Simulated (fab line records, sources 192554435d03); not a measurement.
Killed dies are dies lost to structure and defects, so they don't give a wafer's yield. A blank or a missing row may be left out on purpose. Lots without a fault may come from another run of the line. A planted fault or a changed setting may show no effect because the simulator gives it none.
A struck lot beside a sound one | flow n5_finfet | 38 steps out of a route of 1938
Sound: wafers L243.2, L243.3, L243.5. Struck: wafers L258.4, L258.5, L258.6. The cause comes at the end.
At each step with rows: each side's tool, then ch and its chambers, then its first start. Under that, the readings that differ: sound wafers | struck wafers | difference of the means | sigmas: that difference in standard deviations of wafers without a fault.
alike: readings whose means differ by less than 2 such deviations, and words and numbers that are the same on both sides. not compared: withheld readings, readings that some wafer has no value for, bounds like >300 that may hide the same value, and numbers for which the record gives no deviation and whose values overlap.
The two part at a step that has a row with sigmas, a row that says differs or no value, or rows on one side only. Numbers that don't overlap but have no deviation are shown without sigmas and don't part them. A reading that every wafer of one side lacks parts them only if that side has two wafers or more.

first, 9 steps without rows for these wafers: N5_BEOL_M1_ANNEAL_95 (time 240 s); N5_BEOL_M1_SPUTTER_96 (material Cu, target thk 4.5 nm, time 8.29 s); N5_BEOL_M1_ECD_50 (material Cu, target thk 300 nm); N5_BEOL_M1_ANNEAL_51 (time 90 s); N5_BEOL_M1_CMP_52 (polishes, stops on SiOC, t overpolish 6.8 s, target thk 40 nm); N5_BEOL_M1_PRE_CLEAN_60 (time 15 s); N5_BEOL_M1_CO_CAP_55 (material Co, precursor CCTBA/H2, target thk 2 nm, time 102.1 s); N5_BEOL_M1_PRE_CLEAN_56 (time 15 s); N5_BEOL_M1_DEP_57 (deposits SiCN from 3MS/NH3, target thk 8 nm, time 14 s).
N5_BEOL_M2_ILD_DEP_00: deposits SiOC from DEMS/O2, target thk 79 nm, time 15.3 s.
  sound on pecvd-01 ch 0,1,2, day 7 02:40; struck on pecvd-01 ch 0,1,2, day 10 23:28
  alike: heater_power_w, rf_fwd_power_W, showerhead_plenum_p_Torr, showerhead_vpp_V, throttle_valve_pct
  not compared: since_wet_clean_h
N5_BEOL_M2_THK_MEAS_01:
  sound on film_metro-01, day 7 02:44; struck on film_metro-02, day 10 23:31
  reading         | sound          | struck            | difference | sigmas
  M2_ILD_THK (nm) | 78.2 78.9 80.8 | 158.5 158.3 159.8 | +79.6      | +80
then, 24 steps without rows for these wafers: N5_BEOL_M2_PECVD_72 (deposits SiO2 from TEOS/O2, target thk 16 nm, time 18 s); N5_BEOL_M2_HM_DEP_02 (deposits TiN, target thk 20 nm); N5_BEOL_M2_COAT_61 (time 60 s, resist thk 60 nm); N5_BEOL_M2_COAT_62 (time 60 s, resist thk 12 nm); N5_BEOL_M2_COAT_73 (time 60 s, resist thk 5 nm); N5_BEOL_M2_COAT_05 (resist thk 30 nm); N5_BEOL_M2_EBR_07; N5_BEOL_M2_SOFTBAKE_06 (time 60 s); N5_BEOL_M2_EXPOSE_08 (exposes mask M2); N5_BEOL_M2_PEB_09 (peb time 60 s); N5_BEOL_M2_DEVELOP_10 (develop time 30 s); N5_BEOL_M2_DESCUM_16 (chemistry O2, time 7 s); N5_BEOL_M2_ETCH_74 (etches underlayer in N2/H2, target depth 6.5 nm, time 5.2 s); N5_BEOL_M2_ETCH_63 (etches SiARC in CF4, target depth 15.6 nm, time 26 s); N5_BEOL_M2_ETCH_64 (etches SOC in N2/H2, target depth 75 nm, overetch 22.5 nm, time 121.9 s); N5_BEOL_M2_STRIP_65 (strips in N2/H2); N5_BEOL_M2_STRIP_75 (strips in N2/H2); N5_BEOL_M2_STRIP_66 (strips in CF4); N5_BEOL_M2_HM_OPEN_17 (chemistry Cl2/BCl3, target TiN, target depth 20 nm, overetch 6 nm); N5_BEOL_M2_STRIP_19 (strips in O2); N5_BEOL_M2_COAT_67 (time 60 s, resist thk 60 nm); N5_BEOL_M2_COAT_68 (time 60 s, resist thk 12 nm); N5_BEOL_M2_COAT_76 (time 60 s, resist thk 5 nm); N5_BEOL_M2_COAT_22 (resist thk 30 nm).
N5_BEOL_M2_CMP_52: polishes, stops on SiOC, t overpolish 6.8 s, target thk 40 nm.
  sound on cmp-03 ch 0,1,3, day 7 19:01; struck on cmp-02 ch 1,2,3, day 11 07:34
  reading                                      | sound          | struck            | difference | sigmas
  barrier_field_endpoint_s (s)                 | 24.2 23.6 24.8 | 24.4 25.9 26.7    | +1.5       | +2
  model.SiOC_of_BEOL_M2_ILD_DEP_00.thk_nm (nm) | 75.2 75.8 77.8 | 155.4 155.4 156.8 | +79.6      |
  alike: clearing_platen_rpm, motor_current_A, overpolish_run_s, time_to_endpoint_s
N5_BEOL_M4_RC_MEAS_101:
  the record has rows for the sound wafers here (prober-02 ch 0, day 8 18:14) and none for the struck ones
-- the record jumps here: 6 days lie between the struck wafers' starts before and after (it left off in module BEOL_M4 and takes up again in module PASSIVATION, whose first step shown is number 1936 of the route) --
N5_PASSIVATION_PROBE_49:
  sound on prober-02, day 13 06:23; struck on prober-01, day 16 19:58
  reading                  | sound          | struck         | difference | sigmas
  defect_limited_yield (%) | 92.0 92.7 92.5 | 0 0 0          | -92        | -66
  killed_at_M0_to_M3       | 26 33 32       | 1111 1130 1110 | +1087      | +99 or more
  killed_dies              | 94 86 88       | 1180 1180 1180 | +1091      | +64
  killed_on_rim            | 10 9 11        | 152 152 152    | +142       | +36
  sort_bin_5_function (%)  | 5.1 3.8 4.0    | 97.3 96.4 94.9 | +91.9      | +97
  sort_n_pass              | 1086 1094 1092 | 0 0 0          | -1091      | -64
  sort_yield_pct (%)       | 92.0 92.7 92.5 | 0 0 0          | -92        | -62
  alike: killed_at_M4_up, killed_at_contacts, killed_at_front_end, killed_at_other, killed_open, killed_short, sort_bin_6_memory

WHERE THEY PART
First at N5_BEOL_M2_THK_MEAS_01; last, within this record, at N5_PASSIVATION_PROBE_49.

WHY: what the simulator had put in
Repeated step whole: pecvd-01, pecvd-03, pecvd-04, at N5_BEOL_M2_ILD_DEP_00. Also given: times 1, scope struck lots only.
